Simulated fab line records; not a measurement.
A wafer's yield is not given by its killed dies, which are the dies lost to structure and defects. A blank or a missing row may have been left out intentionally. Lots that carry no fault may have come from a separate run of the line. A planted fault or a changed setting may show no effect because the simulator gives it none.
Chamber matching -- flow n5-finfet -- 4 sister chambers for N5_BEOL_M0_SAQP_ETCH_102 on rie-si-05
The step etches SiO2 in CF4, target depth 4 nm, time 4.4 s. 8 wafers are shown with their chamber, then 11 later ones without.

WAFERS WITH THEIR CHAMBER
wafer,chamber,drypump-motor-current-A (A),throttle-valve-pct (%)
L075.4,0,6.0,21.58
L085.1,0,6.0,21.61
L085.2,1,5.8,21.34
L085.3,2,4.9,21.38
L085.4,3,6.1,21.44
L085.5,2,4.9,21.40
L085.6,3,6.1,21.43
L089.1,1,5.7,21.34

WAFERS WITHOUT THEIR CHAMBER
wafer,drypump-motor-current-A (A),throttle-valve-pct (%)
L089.2,4.8,21.39
L089.4,6.0,21.61
L091.1,4.8,21.40
L091.4,6.1,21.42
L091.6,4.8,21.40
L093.3,4.9,21.42
L093.4,6.0,21.60
L093.6,6.0,21.60
L094.1,5.8,21.33
L094.4,4.8,21.40
L094.6,5.8,21.33

EACH ONE'S CHAMBER
wafer,from the rows above,in truth
L089.2,2,2
L089.4,0,0
L091.1,2,2
L091.4,3,3
L091.6,2,2
L093.3,2,2
L093.4,0,0
L093.6,0,0
L094.1,1,1
L094.4,2,2
L094.6,1,1
Correctly placed: 11 of 11. Not placeable from these rows: 0. Placed wrongly: 0.
How it was worked out, from the rows above alone: a wafer's distance from a chamber is the root of the sum, over the readings, of the square of ((its reading less the chamber's mean) divided by the reading's scatter). The wafer belongs to the nearest chamber; if the next one is less than 2 further off, it can't be placed. For every chamber, the mean is computed from those of its wafers that are shown. How the scatter is found: for the shown wafers, subtract from each reading the mean of its chamber, square and add these, divide the total by (wafers less chambers), then take the root.
